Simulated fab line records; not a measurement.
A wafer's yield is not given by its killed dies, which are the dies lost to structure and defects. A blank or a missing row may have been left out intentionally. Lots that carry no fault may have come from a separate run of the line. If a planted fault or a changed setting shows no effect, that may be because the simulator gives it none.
fab line records | flow nand_harc | part 2 of 2: steps 5 to 6 of 6
record lots=23 | wafers=69 | last_day=24
route steps=1159 shown A_STAIRCASE@624
lots that met no fault: from a run of the same line without faults
start_h: start of the lot's first displayed wafer, in hours after the record's first day | wait_h: hours from the lot's prior step to this one | " unchanged from the row above | L1.1+2: a single row standing in for several wafers | - no value, or no start given | * or withheld: withheld | < > ~ a bound
route shown NAME@n: names a module that has steps shown in the file, with the first one's number in the route | usual: mean/standard deviation of fault-free wafers | same: alike in all rows | chamber/n: place in a boat | sites: each site's reading | _std_site: how widely they spread, as a standard deviation | _edge_site: mean of outer sites minus mean of inner sites | radius_mm: for every site, how far away it sits from the centre of the wafer | mask NAME#n: copy n | behind: tool/chamber where the wafer was last shaped | hold: why the lot was held/for how many hours/how that ended | device: whichever transistor did not switch (one of n, p or np) | end of line: tests of these same wafers at the route's end | a step given without rows: its recipe and nothing more | killed: dies lost to structure and defects at the first sort, not the wafer's yield | map: per-die view of a wafer (x killed, . not killed, _ where there is no die)
set.NAME: setting as actually run; set.NAME@STEP: the setting as run at that earlier step | model.NAME: the simulator's own value behind a step, which no gauge read
one table for each step of the route and one row for each wafer, over a sample of lots
services: when a tool's chamber went out of use (start_h, in hours from the record's first day, below 0 if earlier), for how many hours, and the reason
## steps
# step NHARC_A_STAIRCASE_ETCH_453
# recipe target_depth_a=300 | overetch_a=30 | time_s=16.5 | ion_energy_ev=100 | cf4_flow_sccm=80 | o2_flow_sccm=20 | ar_flow_sccm=0 | rf_w=300 | bias_w=100 | chemistry=CF4/O2
# usual drypump_motor_current_A=5.9/0.34 | oes_product_au=1.004/0.014 | rf_vpp_V=197.9/1.4 | showerhead_plenum_p_Torr=1.35/0.052 | throttle_valve_pct=13.398/0.0099
# same time_s=16.5
lot.wafer | tool        | chamber | start_h | wait_h | drypump_motor_current_A | oes_product_au | rf_hours_counter_h | rf_vpp_V | showerhead_plenum_p_Torr | throttle_valve_pct
L074.3    | rie_diel-11 | 3       | -       | -      | 6.0                     | 0.994          | 24                 | 198.0    | 1.33                     | 13.399
L074.1    | "           | 2       | "       | "      | 6.4                     | 0.999          | 23                 | 199.7    | 1.38                     | 13.405
L074.5    | "           | 3       | "       | "      | 5.9                     | 0.989          | -                  | 198.7    | 1.33                     | 13.392
L076.2    | rie_diel-13 | 2       | -       | -      | 6.0                     | 1.004          | 58                 | 200.4    | 1.41                     | 13.395
L076.6    | "           | 0       | "       | "      | 5.6                     | 0.986          | -                  | 201.6    | 1.43                     | 13.410
L076.5    | "           | 1       | "       | "      | 5.6                     | 0.981          | -                  | 198.8    | 1.40                     | 13.409
L077.3    | rie_diel-07 | 1       | -       | -      | 6.0                     | 1.007          | 13                 | 198.1    | 1.34                     | 13.381
L077.6    | "           | 1       | "       | "      | 6.0                     | 1.002          | -                  | 198.1    | 1.34                     | 13.375
L077.4    | "           | 0       | "       | "      | 6.3                     | 0.998          | -                  | 197.6    | 1.32                     | 13.405
L075.1    | rie_diel-13 | 0       | -       | -      | 5.7                     | 0.985          | 67                 | 197.3    | 1.43                     | 13.401
L075.4    | "           | 3       | "       | "      | 5.6                     | 1.001          | 58                 | 198.7    | 1.41                     | 13.397
L075.6    | "           | 0       | "       | "      | 5.6                     | 0.979          | -                  | 200.1    | 1.43                     | 13.405
L078.3    | rie_diel-13 | 3       | -       | -      | 5.6                     | 0.994          | 59                 | 197.8    | 1.41                     | 13.393
L078.2    | "           | 1       | "       | "      | 5.6                     | 0.986          | 66                 | 199.6    | 1.40                     | 13.391
L078.6    | "           | 0       | "       | "      | 5.6                     | 0.976          | -                  | 199.9    | 1.43                     | 13.382
L079.2    | rie_diel-07 | 1       | -       | -      | 6.0                     | 1.003          | 14                 | 198.0    | 1.34                     | 13.412
L079.3    | "           | 3       | "       | "      | 5.8                     | 0.985          | 17                 | 198.3    | 1.36                     | 13.397
L079.6    | "           | 3       | "       | "      | 5.8                     | 0.991          | -                  | 198.5    | 1.36                     | 13.396
L080.1    | rie_diel-11 | 0       | -       | -      | 5.4                     | 1.015          | 37                 | 197.1    | 1.25                     | 13.411
L080.3    | "           | 1       | "       | "      | 6.3                     | 1.022          | 36                 | 198.0    | 1.39                     | 13.404
L080.5    | "           | 2       | "       | "      | 6.5                     | 1.007          | -                  | 199.6    | 1.38                     | 13.396
L081.3    | rie_diel-11 | 0       | -       | -      | 5.4                     | 1.020          | 38                 | 196.7    | 1.25                     | 13.401
L081.4    | "           | 1       | "       | "      | 6.3                     | 1.016          | 37                 | 198.1    | 1.39                     | 13.374
L081.2    | "           | 3       | "       | "      | 5.9                     | 0.994          | 36                 | 196.7    | 1.33                     | 13.398
L082.3    | rie_diel-13 | 1       | -       | -      | 5.6                     | 0.989          | 6                  | 198.0    | 1.40                     | 13.387
L082.2    | "           | 0       | "       | "      | 5.6                     | 1.003          | 6                  | 199.6    | 1.43                     | 13.395
L082.5    | "           | 1       | "       | "      | 5.6                     | 0.988          | -                  | 199.2    | 1.40                     | 13.395
L084.2    | rie_diel-07 | 3       | -       | -      | 5.8                     | 1.000          | 36                 | 198.0    | 1.36                     | 13.410
L084.3    | "           | 1       | "       | "      | 6.0                     | 0.998          | 38                 | 197.0    | 1.34                     | 13.377
L084.5    | "           | 3       | "       | "      | 5.8                     | 0.999          | -                  | 198.6    | 1.36                     | 13.400
L086.3    | rie_diel-11 | 2       | -       | -      | 6.4                     | 1.016          | 55                 | 198.3    | 1.37                     | 13.404
L086.5    | "           | 0       | "       | "      | 5.4                     | 1.012          | -                  | 195.3    | 1.25                     | 13.399
L086.6    | "           | 1       | "       | "      | 6.3                     | 1.018          | -                  | 197.9    | 1.39                     | 13.392
L088.1    | rie_diel-07 | 2       | -       | -      | 5.9                     | 1.019          | 33                 | 197.6    | 1.33                     | 13.392
L088.5    | "           | 2       | "       | "      | 5.9                     | 1.019          | -                  | 197.7    | 1.33                     | 13.391
L088.6    | "           | 3       | "       | "      | 5.8                     | 1.004          | -                  | 198.1    | 1.36                     | 13.389
L085.4    | rie_diel-11 | 0       | -       | -      | 5.4                     | 1.031          | 59                 | 195.5    | 1.25                     | 13.386
L085.1    | "           | 1       | "       | "      | 6.3                     | 1.024          | 57                 | 198.6    | 1.39                     | 13.411
L085.3    | "           | 2       | "       | "      | 6.4                     | 1.013          | 56                 | 198.4    | 1.37                     | 13.403
L087.2    | rie_diel-07 | 3       | -       | -      | 5.8                     | 0.994          | 39                 | 198.5    | 1.36                     | 13.413
L087.1    | "           | 1       | "       | "      | 6.0                     | 0.998          | 41                 | 197.3    | 1.34                     | 13.400
L087.6    | "           | 3       | "       | "      | 5.8                     | 1.004          | -                  | 198.8    | 1.36                     | 13.385
L090.2    | rie_diel-07 | 0       | -       | -      | 6.3                     | 1.005          | 40                 | 196.4    | 1.31                     | 13.403
L090.1    | "           | 3       | "       | "      | 5.8                     | 0.994          | 39                 | 197.5    | 1.36                     | 13.386
L090.6    | "           | 1       | "       | "      | 6.1                     | 0.995          | -                  | 198.1    | 1.34                     | 13.388
L089.2    | rie_diel-11 | 3       | -       | -      | 5.9                     | 0.975          | 59                 | 197.4    | 1.32                     | 13.417
L089.6    | "           | 0       | "       | "      | 5.4                     | 1.011          | -                  | 195.9    | 1.25                     | 13.412
L089.5    | "           | 1       | "       | "      | 6.3                     | 1.010          | -                  | 199.6    | 1.38                     | 13.385
L093.3    | rie_diel-11 | 0       | -       | -      | 5.4                     | 1.026          | 63                 | 196.1    | 1.25                     | 13.397
L093.4    | "           | 1       | "       | "      | 6.3                     | 1.025          | -                  | 198.1    | 1.38                     | 13.417
L093.5    | "           | 3       | "       | "      | 5.9                     | 0.972          | -                  | 197.5    | 1.32                     | 13.404
L091.4    | rie_diel-07 | 1       | -       | -      | 6.1                     | 0.995          | 42                 | 198.2    | 1.33                     | 13.394
L091.3    | "           | 2       | "       | "      | 5.9                     | 1.034          | 36                 | 197.6    | 1.33                     | 13.410
L091.1    | "           | 0       | "       | "      | 6.3                     | 1.011          | 42                 | 196.8    | 1.31                     | 13.396
L092.4    | rie_diel-11 | 3       | -       | -      | 5.9                     | 0.986          | 63                 | 197.6    | 1.32                     | 13.375
L092.2    | "           | 0       | "       | "      | 5.4                     | 1.039          | 65                 | 196.3    | 1.25                     | 13.391
L092.5    | "           | 3       | "       | "      | 5.9                     | 0.986          | -                  | 196.7    | 1.32                     | 13.404
L095.2    | rie_diel-11 | 2       | -       | -      | 6.4                     | 1.008          | 3                  | 199.2    | 1.37                     | 13.402
L095.3    | "           | 1       | "       | "      | 6.3                     | 1.015          | 4                  | 199.1    | 1.38                     | 13.405
L095.5    | "           | 2       | "       | "      | 6.4                     | 1.006          | -                  | 198.4    | 1.37                     | 13.410
L096.4    | rie_diel-11 | 3       | -       | -      | 5.9                     | 1.008          | 4                  | 197.3    | 1.32                     | 13.403
L096.3    | "           | 0       | "       | "      | 5.4                     | 0.999          | 5                  | 196.8    | 1.24                     | 13.414
L096.1    | "           | 1       | "       | "      | 6.3                     | 1.007          | 5                  | 198.3    | 1.38                     | 13.404
L094.4    | rie_diel-11 | 0       | -       | -      | 5.4                     | 1.008          | 6                  | 195.8    | 1.24                     | 13.387
L094.1    | "           | 2       | "       | "      | 6.4                     | 1.003          | 6                  | 197.2    | 1.37                     | 13.405
L094.5    | "           | 0       | "       | "      | 5.4                     | 0.997          | -                  | 196.9    | 1.24                     | 13.389
L097.2    | rie_diel-13 | 1       | -       | -      | 5.6                     | 1.008          | 42                 | 197.9    | 1.39                     | 13.378
L097.3    | "           | 3       | "       | "      | 5.6                     | 0.995          | 41                 | 198.8    | 1.40                     | 13.420
L097.6    | "           | 0       | "       | "      | 5.6                     | 1.002          | -                  | 199.5    | 1.42                     | 13.409
# step NHARC_A_STAIRCASE_ETCHBACK_416
# recipe target_depth_a=360 | time_s=7.2 | c4f8_flow_sccm=withheld | o2_flow_sccm=8 | ar_flow_sccm=withheld | rf_w=600 | bias_w=800 | chemistry=C4F8/O2/Ar
# usual oes_product_au=0.941/0.028 | rf_vpp_V=724/3.5
# same time_s=7.2
lot.wafer | tool        | chamber | start_h | wait_h | oes_product_au | rf_hours_counter_h | rf_vpp_V
L074.1    | rie_diel-07 | 2       | -       | -      | 0.952          | 8                  | 724
L074.3    | "           | 3       | "       | "      | 0.932          | 9                  | 724
L074.5    | "           | 1       | "       | "      | 0.933          | -                  | 724
L076.2    | rie_diel-11 | 1       | -       | -      | 0.940          | 29                 | 728
L076.5    | "           | 3       | "       | "      | 0.912          | -                  | 723
L076.6    | "           | 0       | "       | "      | 0.947          | -                  | 716
L077.3    | rie_diel-11 | 1       | -       | -      | 0.935          | 31                 | 726
L077.4    | "           | 2       | "       | "      | 0.927          | 32                 | 726
L077.6    | "           | 0       | "       | "      | 0.933          | -                  | 715
L075.1    | rie_diel-07 | 3       | -       | -      | 0.924          | 17                 | 726
L075.6    | "           | 0       | "       | "      | 0.916          | -                  | 723
L075.4    | "           | 1       | "       | "      | 0.919          | -                  | 725
L078.3    | rie_diel-11 | 1       | -       | -      | 0.943          | 32                 | 726
L078.2    | "           | 2       | "       | "      | 0.923          | 33                 | 726
L078.6    | "           | 1       | "       | "      | 0.943          | -                  | 727
L079.2    | rie_diel-11 | 0       | -       | -      | 0.943          | 34                 | 718
L079.3    | "           | 1       | "       | "      | 0.942          | 33                 | 728
L079.6    | "           | 0       | "       | "      | 0.935          | -                  | 718
L080.1    | rie_diel-13 | 1       | -       | -      | 0.993          | 2                  | 727
L080.3    | "           | 2       | "       | "      | 1.024          | 2                  | 728
L080.5    | "           | 1       | "       | "      | 1.007          | -                  | 728
L081.4    | rie_diel-07 | 2       | -       | -      | 1.021          | 17                 | 724
L081.3    | "           | 0       | "       | "      | 0.909          | 22                 | 723
L081.2    | "           | 1       | "       | "      | 0.915          | 22                 | 723
L082.3    | rie_diel-07 | 1       | -       | -      | 0.991          | 24                 | 723
L082.2    | "           | 3       | "       | "      | 0.999          | 24                 | 725
L082.5    | "           | 1       | "       | "      | 0.989          | -                  | 722
L084.2    | rie_diel-11 | 2       | -       | -      | 0.940          | 56                 | 726
L084.3    | "           | 3       | "       | "      | 0.916          | 56                 | 724
L084.5    | "           | 2       | "       | "      | 0.928          | -                  | 726
L086.3    | rie_diel-11 | 3       | 343.94  | 2.6    | 0.916          | 57                 | 722
L086.5    | "           | 1       | "       | "      | 0.941          | -                  | 726
L086.6    | "           | 2       | "       | "      | 0.929          | -                  | 727
L088.1    | rie_diel-13 | 2       | -       | -      | 0.952          | 21                 | 728
L088.6    | "           | 1       | "       | "      | 0.926          | -                  | 727
L088.5    | "           | 2       | "       | "      | 0.947          | -                  | 727
L085.1    | rie_diel-07 | 3       | -       | -      | 0.919          | 39                 | 726
L085.3    | "           | 1       | "       | "      | 0.921          | 41                 | 724
L085.4    | "           | 2       | "       | "      | 0.942          | 35                 | 723
L087.2    | rie_diel-13 | 3       | -       | -      | 0.920          | 25                 | 729
L087.1    | "           | 1       | "       | "      | 0.922          | 27                 | 729
L087.6    | "           | 2       | "       | "      | 0.949          | -                  | 727
L090.1    | rie_diel-07 | 0       | -       | -      | 0.937          | 40                 | 722
L090.2    | "           | 3       | "       | "      | 0.943          | 40                 | 724
L090.6    | "           | 0       | "       | "      | 0.930          | -                  | 721
L089.2    | rie_diel-13 | 3       | -       | -      | 0.992          | 26                 | 728
L089.5    | "           | 2       | "       | "      | 1.024          | -                  | 729
L089.6    | "           | 3       | "       | "      | 0.989          | -                  | 728
L093.3    | rie_diel-13 | 0       | -       | -      | 0.926          | 30                 | 731
L093.4    | "           | 1       | "       | "      | 0.916          | 28                 | 728
L093.5    | "           | 3       | "       | "      | 0.914          | -                  | 728
L091.3    | rie_diel-11 | 3       | -       | -      | 0.900          | 64                 | 722
L091.4    | "           | 1       | "       | "      | 0.948          | 64                 | 727
L091.1    | "           | 2       | "       | "      | 0.925          | 61                 | 725
L092.2    | rie_diel-11 | 2       | -       | -      | 0.926          | 62                 | 727
L092.4    | "           | 0       | "       | "      | 0.947          | 66                 | 716
L092.5    | "           | 2       | "       | "      | 0.928          | -                  | 726
L095.3    | rie_diel-07 | 0       | -       | -      | 0.934          | 51                 | 721
L095.2    | "           | 2       | "       | "      | 0.952          | 46                 | 723
L095.5    | "           | 3       | "       | "      | 0.925          | -                  | 723
L096.4    | rie_diel-07 | 2       | -       | -      | 0.947          | 47                 | 724
L096.3    | "           | 3       | "       | "      | 0.922          | 49                 | 725
L096.1    | "           | 0       | "       | "      | 0.927          | 52                 | 721
L094.1    | rie_diel-11 | 1       | -       | -      | 0.922          | 7                  | 726
L094.4    | "           | 1       | "       | "      | 0.928          | -                  | 727
L094.5    | "           | 2       | "       | "      | 0.922          | -                  | 726
L097.3    | rie_diel-07 | 2       | -       | -      | 0.943          | 52                 | 723
L097.2    | "           | 3       | "       | "      | 0.934          | 55                 | 725
L097.6    | "           | 1       | "       | "      | 0.937          | -                  | 723
## services
tool        | chamber | start_h | hours | kind
rie_diel-11 | 0       | 223.20  | -     | clean
rie_diel-11 | 1       | 223.20  | -     | clean
rie_diel-11 | 2       | 223.20  | -     | clean
rie_diel-11 | 3       | 223.20  | -     | clean
rie_diel-07 | -       | 228.27  | 9.0   | pm
rie_diel-11 | 0       | 247.75  | -     | clean
rie_diel-11 | 1       | 247.75  | -     | clean
rie_diel-11 | 2       | 247.75  | -     | clean
rie_diel-11 | 3       | 247.75  | -     | clean
rie_diel-07 | 2       | 268.97  | 15.6  | repair
rie_diel-11 | 0       | 272.31  | -     | clean
rie_diel-11 | 1       | 272.31  | -     | clean
rie_diel-11 | 2       | 272.31  | -     | clean
rie_diel-11 | 3       | 272.31  | -     | clean
rie_diel-13 | -       | 276.32  | 9.0   | pm
rie_diel-11 | 3       | 279.07  | 6.1   | repair
rie_diel-11 | 0       | 297.30  | -     | clean
rie_diel-11 | 1       | 297.30  | -     | clean
rie_diel-11 | 2       | 297.30  | -     | clean
rie_diel-13 | -       | 315.34  | 0.5   | repair
rie_diel-11 | -       | 366.68  | 9.0   | pm
rie_diel-13 | -       | 377.73  | 0.4   | repair
rie_diel-11 | 3       | 391.51  | 4.6   | repair
rie_diel-11 | 0       | 393.02  | 5.7   | repair
